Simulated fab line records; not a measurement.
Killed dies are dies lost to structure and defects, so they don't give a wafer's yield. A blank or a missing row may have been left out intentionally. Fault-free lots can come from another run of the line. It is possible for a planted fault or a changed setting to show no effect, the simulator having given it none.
fab line records	flow n5-finfet
record: lots: 7	wafers: 21
route steps=1938 shown BEOL_M11@1536 BEOL_M12@1602 BEOL_M13@1665 BEOL_M14@1719
start-h: hours from the record's first day to the start of the lot's first wafer shown	wait-h: hours from the lot's prior step to this one	" unchanged from the row above	L1.1+2: a single row standing in for several wafers	- no value present, or no start provided	* or withheld: withheld	< > ~ a bound
route shown NAME@n: NAME is a module with steps in the file, n the number in the route of the first one	usual: mean and standard deviation over wafers with no fault	same: alike in all rows	chamber/n: place in a boat	sites: each site's reading	_std_site: the standard deviation of these	_edge_site: inner sites' mean taken away from outer sites' mean	radius-mm: for every site, how far away it sits from the centre of the wafer	mask NAME#n: copy n	behind: the tool/chamber that last shaped the wafer	hold: why the lot went on hold/how many hours it stayed there/how the hold came to an end	device: whichever transistor did not switch (one of n, p or np)	end of line: the same wafers' tests at the end of the route	a step given without rows: its recipe and nothing more	killed: count of dies lost to structure and defects at first sort (not the wafer's yield)	map: dies across one wafer; x = killed, . = not, _ = none there
set.NAME: the setting the step ran with; set.NAME@STEP: the setting that earlier step ran with	model.NAME: the simulator's own value behind a step, which no gauge read
one table per step and one row per wafer, for lots whose settings were changed on purpose
== steps ==
step: N5_BEOL_M11_ILD_DEP_00
recipe: material: SiCOH_lowk	target-thk-a: 3085.1	temp-c: 300	precursor: DEMS/porogen	pressure-torr: 5	rf-w: 500	time-s: 58
lot.wafer	tool	chamber	start-h	wait-h	set.time-s	model.SiCOH_lowk_of_BEOL_M11_ILD_DEP_00.thk-nm
L076.1	pecvd-02	1	227.72	0.0	58	306.6
L076.4	"	1	"	"	58	312.4
L076.6	"	2	"	"	58	310
L079.1	pecvd-01	0	249.51	0.0	66.44	354.2
L079.3	"	2	"	"	66.44	352.8
L079.6	"	1	"	"	66.44	357.4
L080.1	pecvd-02	0	255.07	0.0	58	306
L080.3	"	2	"	"	58	310.2
L080.4	"	0	"	"	58	310.6
L082.2	pecvd-02	1	261.20	0.0	58	306.4
L082.3	"	0	"	"	62.71	332.8
L082.5	"	2	"	"	62.71	334.4
L086.2	pecvd-04	1	282.83	0.0	58	307.6
L086.3	"	2	"	"	58	307.2
L086.5	"	0	"	"	58	305.4
L089.2	pecvd-02	1	305.48	0.0	64.62	339.2
L089.4	"	0	"	"	58	307.4
L089.6	"	0	"	"	64.62	345
L090.1	pecvd-02	0	319.07	0.0	52.01	278.4
L090.5	"	1	"	"	58	314.6
L090.6	"	2	"	"	52.01	281
step: N5_BEOL_M11_CURE_71
recipe: temp-c: 385	time-s: 240	ambient: He/Ar	material: SiCOH_lowk
lot.wafer	tool	chamber	start-h	wait-h	set.time-s@BEOL_M11_ILD_DEP_00	model.SiCOH_lowk_of_BEOL_M11_ILD_DEP_00.thk-nm
L076.1	uv-cure-03	0	227.80	0.0	58	266.2
L076.4	"	0	"	"	58	271.4
L076.6	"	0	"	"	58	269.4
L079.1	uv-cure-03	2	249.59	0.0	66.44	308.6
L079.3	"	2	"	"	66.44	307.2
L079.6	"	2	"	"	66.44	311.2
L080.1	uv-cure-02	1	255.15	0.0	58	265.8
L080.3	"	1	"	"	58	269.6
L080.4	"	1	"	"	58	269.8
L082.2	uv-cure-03	2	261.36	0.1	58	266.2
L082.3	"	2	"	"	62.71	289.6
L082.5	"	2	"	"	62.71	291
L086.2	uv-cure-03	1	282.99	0.1	58	267.2
L086.3	"	1	"	"	58	267
L086.5	"	1	"	"	58	265.2
L089.2	uv-cure-03	2	305.67	0.2	64.62	295.2
L089.4	"	2	"	"	58	267
L089.6	"	2	"	"	64.62	300.4
L090.1	uv-cure-02	2	319.15	0.0	52.01	241.4
L090.5	"	2	"	"	58	273.4
L090.6	"	2	"	"	52.01	243.8
step: N5_BEOL_M11_THK_MEAS_01
recipe: reads: SiCOH_lowk_of_BEOL_M11_ILD_DEP_00
usual: M11_ILD_THK: 269/3.5
lot.wafer	tool	chamber	start-h	wait-h	set.time-s@BEOL_M11_ILD_DEP_00	M11_ILD_THK[nm]
L076.1	film-metro-01	-	228.31	0.4	58	266
L076.4	"	-	"	"	58	271
L076.6	"	-	"	"	58	269
L079.1	film-metro-01	-	250.10	0.4	66.44	309
L079.3	"	-	"	"	66.44	307
L079.6	"	-	"	"	66.44	311
L080.1	film-metro-02	-	255.66	0.4	58	266
L080.3	"	-	"	"	58	270
L080.4	"	-	"	"	58	270
L082.2	film-metro-01	-	261.79	0.4	58	266
L082.3	"	-	"	"	62.71	289
L082.5	"	-	"	"	62.71	291
L086.2	film-metro-02	-	283.62	0.6	58	267
L086.3	"	-	"	"	58	267
L086.5	"	-	"	"	58	265
L089.2	film-metro-01	-	306.10	0.4	64.62	295
L089.4	"	-	"	"	58	267
L089.6	"	-	"	"	64.62	300
L090.1	film-metro-02	-	319.66	0.4	52.01	242
L090.5	"	-	"	"	58	274
L090.6	"	-	"	"	52.01	244
step: N5_BEOL_M11_PECVD_70
recipe: material: SiO2	target-thk-a: 200	temp-c: 400	precursor: TEOS/O2	pressure-torr: 5.5	rf-w: 450	teos-flow-sccm: 53.8	gas: O2	flow-sccm: 3000	time-s: 22.7
lot.wafer	tool	chamber	start-h	wait-h	set.time-s	model.SiO2_of_BEOL_M11_PECVD_70.thk-nm
L076.1	pecvd-04	2	228.35	0.0	22.7	19.6
L076.4	"	2	"	"	24.51	21.6
L076.6	"	1	"	"	22.7	20.2
L079.1	pecvd-04	1	250.13	0.0	25.66	22.2
L079.3	"	2	"	"	22.7	19.8
L079.6	"	2	"	"	22.7	20
L080.1	pecvd-02	2	255.70	0.0	20.52	17.6
L080.3+4	"	0,2	"	"	22.7	20
L082.2	pecvd-01	2	261.83	0.0	22.7	19.8
L082.3	"	0	"	"	24.68	21.6
L082.5	"	1	"	"	24.68	22
L086.2+3	pecvd-01	1,0	283.66	0.0	22.7	20
L086.5	"	1	"	"	22.7	20.6
L089.2	pecvd-02	2	306.14	0.0	22.7	19.6
L089.4	"	2	"	"	22.7	20.2
L089.6	"	1	"	"	22.7	20.4
L090.1	pecvd-02	0	319.70	0.0	22.7	20.2
L090.5	"	0	"	"	22.7	20.6
L090.6	"	2	"	"	24.41	22
step: N5_BEOL_M12_ILD_DEP_00
recipe: material: SiOC	target-thk-a: 6589.2	temp-c: 350	precursor: DEMS/O2	pressure-torr: 5	rf-w: 500	time-s: 130.7
lot.wafer	tool	chamber	start-h	wait-h	set.time-s	model.SiOC_of_BEOL_M12_ILD_DEP_00.thk-nm
L076.1	pecvd-03	0	235.37	0.0	121.4	600.6
L076.4	"	0	"	"	121.4	614
L076.6	"	1	"	"	121.4	620.8
L079.1	pecvd-04	1	257.82	0.0	130.7	644.2
L079.3	"	2	"	"	130.7	641.8
L079.6	"	1	"	"	130.7	651
L080.1	pecvd-04	1	263.01	0.0	124.1	611
L080.3	"	2	"	"	124.1	606.6
L080.4	"	1	"	"	130.7	661
L082.2	pecvd-04	1	269.82	0.0	130.7	644
L082.3	"	2	"	"	130.7	645
L082.5	"	0	"	"	130.7	663.4
L086.2	pecvd-04	0	290.52	0.0	130.7	652.6
L086.3	"	1	"	"	130.7	642
L086.5	"	0	"	"	130.7	662.8
L089.2	pecvd-02	1	314.90	0.0	130.7	659.2
L089.4	"	0	"	"	112.4	573.4
L089.6	"	2	"	"	112.4	575
L090.1	pecvd-02	1	328.67	0.0	130.7	658
L090.5	"	0	"	"	120.6	610.6
L090.6	"	1	"	"	120.6	615.8
step: N5_BEOL_M12_THK_MEAS_01
recipe: reads: SiOC_of_BEOL_M12_ILD_DEP_00
usual: M12_ILD_THK: 657/9.7
lot.wafer	tool	chamber	start-h	wait-h	set.time-s@BEOL_M12_ILD_DEP_00	M12_ILD_THK[nm]
L076.1	film-metro-02	-	235.50	0.1	121.4	601
L076.4	"	-	"	"	121.4	614
L076.6	"	-	"	"	121.4	621
L079.1	film-metro-01	-	257.95	0.1	130.7	644
L079.3	"	-	"	"	130.7	642
L079.6	"	-	"	"	130.7	651
L080.1	film-metro-02	-	263.14	0.1	124.1	611
L080.3	"	-	"	"	124.1	607
L080.4	"	-	"	"	130.7	661
L082.2	film-metro-02	-	269.96	0.1	130.7	643
L082.3	"	-	"	"	130.7	645
L082.5	"	-	"	"	130.7	663
L086.2	film-metro-01	-	290.65	0.1	130.7	653
L086.3	"	-	"	"	130.7	642
L086.5	"	-	"	"	130.7	663
L089.2	film-metro-01	-	315.03	0.1	130.7	659
L089.4	"	-	"	"	112.4	574
L089.6	"	-	"	"	112.4	575
L090.1	film-metro-01	-	328.80	0.1	130.7	658
L090.5	"	-	"	"	120.6	611
L090.6	"	-	"	"	120.6	615
step: N5_BEOL_M12_COAT_58
recipe: resist: BARC	temp-c: 205	time-s: 60	spin-rpm: 1500	resist-thk-nm: 89
step: N5_BEOL_M12_COAT_04
recipe: spin-rpm: 1625	resist-thk-nm: 400
step: N5_BEOL_M12_DESCUM_15
recipe: chemistry: O2	time-s: 7.9	source-power-w: 50	bias-power-w: 20	pressure-mtorr: 20	rf-frequency-hz: 2.712e+07	temp-c: 40	o2-flow-sccm: 225
step: N5_BEOL_M12_ETCH_59
recipe: chemistry: N2/H2	target: BARC	target-depth-a: 890	overetch-a: 267	time-s: 67.9	ion-energy-ev: 200	pressure-mtorr: 30	source-w: 840	bias-w: 150	n2-flow-sccm: 200	h2-flow-sccm: 200
step: N5_BEOL_M12_VIA_ETCH_16
recipe: chemistry: C4F8/O2/Ar	target: SiOC	pressure-mtorr: 30	source-w: 3000	bias-w: 700	Ar_flow_sccm: 400	C4F8_flow_sccm: 15	O2_flow_sccm: 8	he-inner-torr: 15	he-outer-torr: 30	target-depth-a: 7248	time-s: withheld	ion-energy-ev: 250	ends: cleared
lot.wafer	tool	chamber	start-h	wait-h	set.time-s@BEOL_M12_ILD_DEP_00	model.etch.depth-nm	model.coat_of_BEOL_M12_COAT_04.thk-nm
L076.1	rie-diel-03	3	236.15	0.0	*	600.6	144.6
L076.4	"	0	"	"	*	614.1	140.6
L076.6	"	3	"	"	*	620.7	138.2
L079.1	rie-diel-03	2	258.82	0.0	*	644.1	123.8
L079.3	"	3	"	"	*	641.8	131.2
L079.6	"	3	"	"	*	651.1	127.4
L080.1	rie-diel-01	1	263.62	0.0	*	611.1	139.8
L080.3	"	0	"	"	*	606.5	141.8
L080.4	"	3	"	"	*	661.1	125.6
L082.2	rie-diel-04	2	270.56	0.0	*	644.1	124.6
L082.3	"	0	"	"	*	645	128.2
L082.5	"	1	"	"	*	663.3	119.6
L086.2	rie-diel-03	2	291.13	0.0	*	652.6	122.2
L086.3	"	0	"	"	*	642.1	131.4
L086.5	"	1	"	"	*	662.7	117.8
L089.2	rie-diel-01	0	315.51	0.0	*	659.3	123.8
L089.4	"	2	"	"	*	573.4	150
L089.6	"	3	"	"	*	575.1	151
L090.1	rie-diel-03	2	329.35	0.0	*	657.9	122.4
L090.5	"	1	"	"	*	610.6	134.4
L090.6	"	2	"	"	*	615.7	133.8
step: N5_BEOL_M12_STRIP_63
recipe: chemistry: N2/H2	power-w: 1000	temp-c: 250	h2-frac: 0.65	overash-fraction: 0.3	pressure-mtorr: 1000	n2-flow-sccm: 1750	h2-flow-sccm: 3250
usual: strip-time-to-endpoint-s: 42.6/1
lot.wafer	tool	chamber	start-h	wait-h	set.time-s@BEOL_M12_ILD_DEP_00	strip-time-to-endpoint-s
L076.1	plasma-asher-02	1	236.48	-	121.4	48.2
L076.4	"	1	"	"	121.4	47.2
L076.6	"	1	"	"	121.4	46.5
L079.1	plasma-asher-01	0	259.10	-	130.7	42.7
L079.3	"	0	"	"	130.7	44.7
L079.6	"	1	"	"	130.7	43.7
L080.1	plasma-asher-02	0	263.82	-	124.1	47.0
L080.3	"	0	"	"	124.1	47.5
L080.4	"	1	"	"	130.7	43.2
L082.2	plasma-asher-02	0	270.76	-	130.7	42.9
L082.3	"	0	"	"	130.7	43.9
L082.5	"	1	"	"	130.7	41.6
L086.2	plasma-asher-02	0	291.33	-	130.7	42.3
L086.3	"	1	"	"	130.7	44.7
L086.5	"	0	"	"	130.7	41.1
L089.2	plasma-asher-02	1	315.71	-	130.7	42.7
L089.4	"	0	"	"	112.4	49.7
L089.6	"	1	"	"	112.4	49.9
L090.1	plasma-asher-01	0	329.55	-	130.7	42.3
L090.5	"	0	"	"	120.6	45.5
L090.6	"	1	"	"	120.6	45.4
step: N5_BEOL_M12_STRIP_64
recipe: chemistry: N2/H2	power-w: 1000	temp-c: 250	h2-frac: 0.65	overash-fraction: 0.3	pressure-mtorr: withheld	n2-flow-sccm: 1750	h2-flow-sccm: 3250
step: N5_BEOL_M12_STRIP_71
recipe: chemistry: post-etch-residue-remover	time-s: 60	temp-c: 25	remover-ph: withheld	remover-water-wt-pct: withheld	remover-fluoride-wt-pct: withheld
step: N5_BEOL_M12_STRIP_37
recipe: chemistry: N2/H2	power-w: 1000	temp-c: 250	h2-frac: 0.65	overash-fraction: 0.3	pressure-mtorr: withheld	n2-flow-sccm: 1750	h2-flow-sccm: 3250
step: N5_BEOL_M12_ETCH_38
recipe: chemistry: CF4/N2	target: SiCN	target-depth-a: 687	taper-deg: 2	time-s: 73.4	ion-energy-ev: 150	mask-material: SiO2	pressure-mtorr: 40	source-w: 430	bias-w: 70	Ar_flow_sccm: 100	cf4-flow-sccm: 60	n2-flow-sccm: 60
lot.wafer	tool	chamber	start-h	wait-h	set.time-s@BEOL_M12_ILD_DEP_00	model.SiOC_of_BEOL_M12_ILD_DEP_00.thk-nm
L076.1	rie-diel-01	2	240.73	-	121.4	551.4
L076.4	"	1	"	"	121.4	565
L076.6	"	3	"	"	121.4	570.2
L079.1+3	rie-diel-04	3,1	262.92	-	130.7	593.2
L079.6	"	0	"	"	130.7	603.2
L080.1	rie-diel-04	3	265.64	-	124.1	560
L080.3	"	2	"	"	124.1	553
L080.4	"	1	"	"	130.7	612
L082.2	rie-diel-03	2	274.19	-	130.7	592.8
L082.3	"	1	"	"	130.7	593
L082.5	"	2	"	"	130.7	611.8
L086.2	rie-diel-04	2	293.01	-	130.7	599.8
L086.3	"	3	"	"	130.7	591.6
L086.5	"	3	"	"	130.7	612.4
L089.2	rie-diel-01	2	318.88	-	130.7	611.6
L089.4	"	0	"	"	112.4	524.4
L089.6	"	2	"	"	112.4	527.4
L090.1	rie-diel-03	0	333.13	-	130.7	611
L090.5	"	0	"	"	120.6	563.6
L090.6	"	1	"	"	120.6	563.8
step: N5_BEOL_M13_EXPOSE_07
recipe: mask-id: V12	na: 0.93	source-shape: conventional	sigma-outer: 0.6	polarization: unpolarized	attpsm-phase-deg: 180	dose-mj: 24.8
lot.wafer	tool	chamber	start-h	wait-h	mask	set.dose-mj
L076.1	krf-scanner-02	0	242.75	-	V12#0	24.8
L076.4+6	"	0	"	"	V12#0	23.75
L079.1+3	krf-scanner-02	0	265.70	-	V12#0	25.83
L079.6	"	0	"	"	V12#0	24.8
L080.1+4	krf-scanner-01	0	267.87	-	V12#0	24.8
L080.3	"	0	"	"	V12#0	23.68
L082.2+3+5	krf-scanner-02	0	276.90	-	V12#0	24.8
L086.2+3+5	krf-scanner-02	0	295.53	-	V12#0	24.8
L089.2+4+6	krf-scanner-02	0	323.35	-	V12#0	24.8
L090.1+5+6	krf-scanner-02	0	335.25	-	V12#0	24.8
step: N5_BEOL_M13_PEB_08
recipe: peb-temp-c: 130	peb-time-s: 90
step: N5_BEOL_M13_DEVELOP_09
recipe: develop-time-s: 45	rinse-liquid: diw	dry: air-spin	dev-temp-c: 21
step: N5_BEOL_M13_HARDBAKE_14
recipe: temp-c: 130	time-s: 120
step: N5_BEOL_M13_CD_MEAS_10
recipe: target-cd-nm: 190	landing-energy-ev: 500	detector: se-inlens	polarity: opening
usual: cd-nm: 189.8/1.5
lot.wafer	tool	chamber	start-h	wait-h	set.dose-mj@BEOL_M13_EXPOSE_07	cd-nm
L076.1	cd-sem-01	0	242.92	-	24.8	190.2
L076.4	"	0	"	"	23.75	182.6
L076.6	"	0	"	"	23.75	183.3
L079.1	cd-sem-03	0	265.87	-	25.83	192.6
L079.3	"	0	"	"	25.83	193.9
L079.6	"	0	"	"	24.8	190.3
L080.1	cd-sem-02	0	268.04	-	24.8	192.3
L080.3	"	0	"	"	23.68	185.0
L080.4	"	0	"	"	24.8	192.1
L082.2	cd-sem-01	0	277.06	-	24.8	188.5
L082.3	"	0	"	"	24.8	191.2
L082.5	"	0	"	"	24.8	190.1
L086.2	cd-sem-01	0	295.70	-	24.8	189.7
L086.3	"	0	"	"	24.8	190.2
L086.5	"	0	"	"	24.8	190.5
L089.2	cd-sem-03	0	323.51	-	24.8	191.2
L089.4	"	0	"	"	24.8	189.1
L089.6	"	0	"	"	24.8	188.3
L090.1	cd-sem-02	0	335.43	-	24.8	189.6
L090.5	"	0	"	"	24.8	190.5
L090.6	"	0	"	"	24.8	189.5
step: N5_BEOL_M13_CMP_49
recipe: stop-on: SiOC	t-overpolish-s: 17.1	down-force-psi: 1	platen-rpm: 50	clearing-platen-down-force-psi: 1.5	clearing-platen-rpm: 50	post-cmp-clean: cu-alkaline	target-thk-nm: 420	clearing-platen-pad-velocity-m-s: 0.99484	pad-velocity-m-s: 0.99484
usual: barrier-field-endpoint-s: 30.2/0.94
lot.wafer	tool	chamber	start-h	wait-h	set.down-force-psi	barrier-field-endpoint-s
L076.4	cmp-02	0	245.91	0.2	0.928	31.1
L076.1	"	1	"	"	1	30.0
L076.6	"	3	"	"	0.928	32.6
L079.3	cmp-01	1	272.35	0.2	1	30.0
L079.1	"	3	"	"	1	29.1
L079.6	"	1	"	"	1	30.0
L080.1	cmp-02	2	275.66	0.3	1.216	24.5
L080.4	"	3	"	"	1.216	24.6
L080.3	"	0	"	"	1.216	24.2
L082.3	cmp-01	1	281.06	0.2	1.102	26.5
L082.2	"	2	"	"	1	30.9
L082.5	"	0	"	"	1	30.6
L086.2	cmp-02	0	298.67	0.2	1	29.3
L086.3	"	2	"	"	1	30.3
L086.5	"	0	"	"	1	29.8
L089.2	cmp-01	2	328.53	0.2	1.177	25.9
L089.4	"	1	"	"	1.177	26.3
L089.6	"	3	"	"	1	29.5
L090.1	cmp-04	3	341.57	0.3	1.106	28.1
L090.6	"	1	"	"	1	32.0
L090.5	"	2	"	"	1.106	28.0
step: N5_BEOL_M14_COAT_04
recipe: spin-rpm: 1704	resist-thk-nm: 800
lot.wafer	tool	chamber	start-h	wait-h	set.spin-rpm	model.coat_of_BEOL_M14_COAT_04.thk-nm
L076.1	litho-track-02	0	-	-	1604	826.2
L076.4	"	0	"	"	1704	804.8
L076.6	"	0	"	"	1704	804.4
L079.1	litho-track-04	0	-	-	1585	828.6
L079.3	"	0	"	"	1704	800
L079.6	"	0	"	"	1585	828.8
L080.1	litho-track-05	0	-	-	1570	836
L080.3	"	0	"	"	1704	797.8
L080.4	"	0	"	"	1570	834.2
L082.2	litho-track-02	0	-	-	1881	762.4
L082.3	"	0	"	"	1881	763.4
L082.5	"	0	"	"	1704	801.8
L086.2	litho-track-04	0	-	-	1704	799
L086.3	"	0	"	"	1704	800.6
L086.5	"	0	"	"	1704	799.6
L089.2	litho-track-04	0	-	-	1764	781.2
L089.4	"	0	"	"	1704	794.6
L089.6	"	0	"	"	1764	782.2
L090.1	litho-track-02	0	-	-	1615	823.6
L090.5	"	0	"	"	1704	804.6
L090.6	"	0	"	"	1704	803.6
step: N5_BEOL_M14_EBR_06
recipe: solvent: PGMEA	ebr-width-mm: 1.5
step: N5_BEOL_M14_SOFTBAKE_05
recipe: temp-c: 130	time-s: 60
step: N5_BEOL_M14_DESCUM_15
recipe: chemistry: O2	time-s: 7.9	source-power-w: 50	bias-power-w: 20	pressure-mtorr: 20	rf-frequency-hz: 2.712e+07	temp-c: 40	o2-flow-sccm: 225
step: N5_BEOL_M14_ETCH_59
recipe: chemistry: N2/H2	target: BARC	target-depth-a: 890	overetch-a: 267	time-s: 67.9	ion-energy-ev: 200	pressure-mtorr: 30	source-w: 840	bias-w: 150	n2-flow-sccm: 200	h2-flow-sccm: 200
lot.wafer	tool	chamber	start-h	wait-h	set.spin-rpm@BEOL_M14_COAT_04	model.coat_of_BEOL_M14_COAT_04.thk-nm
L076.1	rie-diel-01	0	248.23	0.0	1604	743.2
L076.4	"	2	"	"	1704	722.6
L076.6	"	3	"	"	1704	722.8
L079.1	rie-diel-04	2	273.45	0.0	1585	741.2
L079.3	"	1	"	"	1704	716.8
L079.6	"	0	"	"	1585	747.4
L080.1	rie-diel-03	1	277.09	0.0	1570	750.8
L080.3	"	2	"	"	1704	713
L080.4	"	0	"	"	1570	754.8
L082.2	rie-diel-04	3	282.11	0.0	1881	678.2
L082.3	"	1	"	"	1881	680.2
L082.5	"	0	"	"	1704	720.8
L086.2	rie-diel-03	1	299.84	0.0	1704	714.6
L086.3	"	3	"	"	1704	719.4
L086.5	"	3	"	"	1704	718.4
L089.2	rie-diel-04	1	329.73	0.0	1764	699.4
L089.4	"	2	"	"	1704	708.2
L089.6	"	3	"	"	1764	698.2
L090.1	rie-diel-04	3	342.73	0.0	1615	738.2
L090.5	"	2	"	"	1704	716.8
L090.6	"	1	"	"	1704	720.6
step: N5_BEOL_M14_VIA_ETCH_16
recipe: chemistry: C4F8/O2/Ar	target: SiO2	he-inner-torr: 15	he-outer-torr: 30	target-depth-a: 12313	time-s: withheld	ion-energy-ev: 800	pressure-mtorr: 20	source-w: 1905	bias-w: 2040	Ar_flow_sccm: 400	C4F8_flow_sccm: 16	O2_flow_sccm: 12	ends: cleared
lot.wafer	tool	chamber	start-h	wait-h	set.spin-rpm@BEOL_M14_COAT_04	model.coat_of_BEOL_M14_COAT_04.thk-nm
L076.1	rie-diel-01	0	248.28	0.0	1604	473.8
L076.4	"	2	"	"	1704	461
L076.6	"	3	"	"	1704	457.8
L079.1	rie-diel-04	2	273.51	0.0	1585	488.6
L079.3	"	1	"	"	1704	447.8
L079.6	"	0	"	"	1585	480.4
L080.1	rie-diel-03	1	277.15	0.0	1570	492.8
L080.3	"	2	"	"	1704	449.2
L080.4	"	0	"	"	1570	484.2
L082.2	rie-diel-04	3	282.16	0.0	1881	411.2
L082.3	"	1	"	"	1881	416.4
L082.5	"	0	"	"	1704	453.2
L086.2	rie-diel-03	1	299.89	0.0	1704	454
L086.3	"	3	"	"	1704	465.8
L086.5	"	3	"	"	1704	460
L089.2	rie-diel-04	1	329.79	0.0	1764	435.8
L089.4	"	2	"	"	1704	455.4
L089.6	"	3	"	"	1764	430.8
L090.1	rie-diel-04	3	342.78	0.0	1615	478
L090.5	"	2	"	"	1704	464.4
L090.6	"	1	"	"	1704	453
== key ==
split: step: N5_BEOL_M11_ILD_DEP_00	setting: time-s	stated: 58	by: wafer
response: step: N5_BEOL_M11_ILD_DEP_00	reading: model.SiCOH_lowk_of_BEOL_M11_ILD_DEP_00.thk-nm	change: +3.23	per: 1%	r: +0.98
response: step: N5_BEOL_M11_CURE_71	reading: model.SiCOH_lowk_of_BEOL_M11_ILD_DEP_00.thk-nm	change: +2.86	per: 1%	r: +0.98
response: step: N5_BEOL_M11_THK_MEAS_01	reading: M11_ILD_THK	change: +2.88	per: 1%	r: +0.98
split: step: N5_BEOL_M11_PECVD_70	setting: time-s	stated: 22.7	by: wafer
response: step: N5_BEOL_M11_PECVD_70	reading: model.SiO2_of_BEOL_M11_PECVD_70.thk-nm	change: +0.21	per: 1%	r: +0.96
split: step: N5_BEOL_M12_ILD_DEP_00	setting: time-s	stated: 130.7	by: wafer
response: step: N5_BEOL_M12_ILD_DEP_00	reading: model.SiOC_of_BEOL_M12_ILD_DEP_00.thk-nm	change: +6.4	per: 1%	r: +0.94
response: step: N5_BEOL_M12_THK_MEAS_01	reading: M12_ILD_THK	change: +6.4	per: 1%	r: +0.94
response: step: N5_BEOL_M12_VIA_ETCH_16	reading: model.etch.depth-nm	change: +6.4	per: 1%	r: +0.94
response: step: N5_BEOL_M12_VIA_ETCH_16	reading: model.coat_of_BEOL_M12_COAT_04.thk-nm	change: -1.92	per: 1%	r: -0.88
response: step: N5_BEOL_M12_STRIP_63	reading: strip-time-to-endpoint-s	change: *	per: 1%	r: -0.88
response: step: N5_BEOL_M12_ETCH_38	reading: model.SiOC_of_BEOL_M12_ILD_DEP_00.thk-nm	change: +6.56	per: 1%	r: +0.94
split: step: N5_BEOL_M13_EXPOSE_07	setting: dose-mj	stated: 24.8	by: wafer
response: step: N5_BEOL_M13_CD_MEAS_10	reading: cd-nm	change: +1.36	per: 1%	r: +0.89
split: step: N5_BEOL_M13_CMP_49	setting: down-force-psi	stated: 1	by: wafer
response: step: N5_BEOL_M13_CMP_49	reading: barrier-field-endpoint-s	change: -0.27	per: 1%	r: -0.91
split: step: N5_BEOL_M14_COAT_04	setting: spin-rpm	stated: 1704	by: wafer
response: step: N5_BEOL_M14_COAT_04	reading: model.coat_of_BEOL_M14_COAT_04.thk-nm	change: -4	per: 1%	r: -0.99
response: step: N5_BEOL_M14_ETCH_59	reading: model.coat_of_BEOL_M14_COAT_04.thk-nm	change: -4.07	per: 1%	r: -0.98
response: step: N5_BEOL_M14_VIA_ETCH_16	reading: model.coat_of_BEOL_M14_COAT_04.thk-nm	change: -4.23	per: 1%	r: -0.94
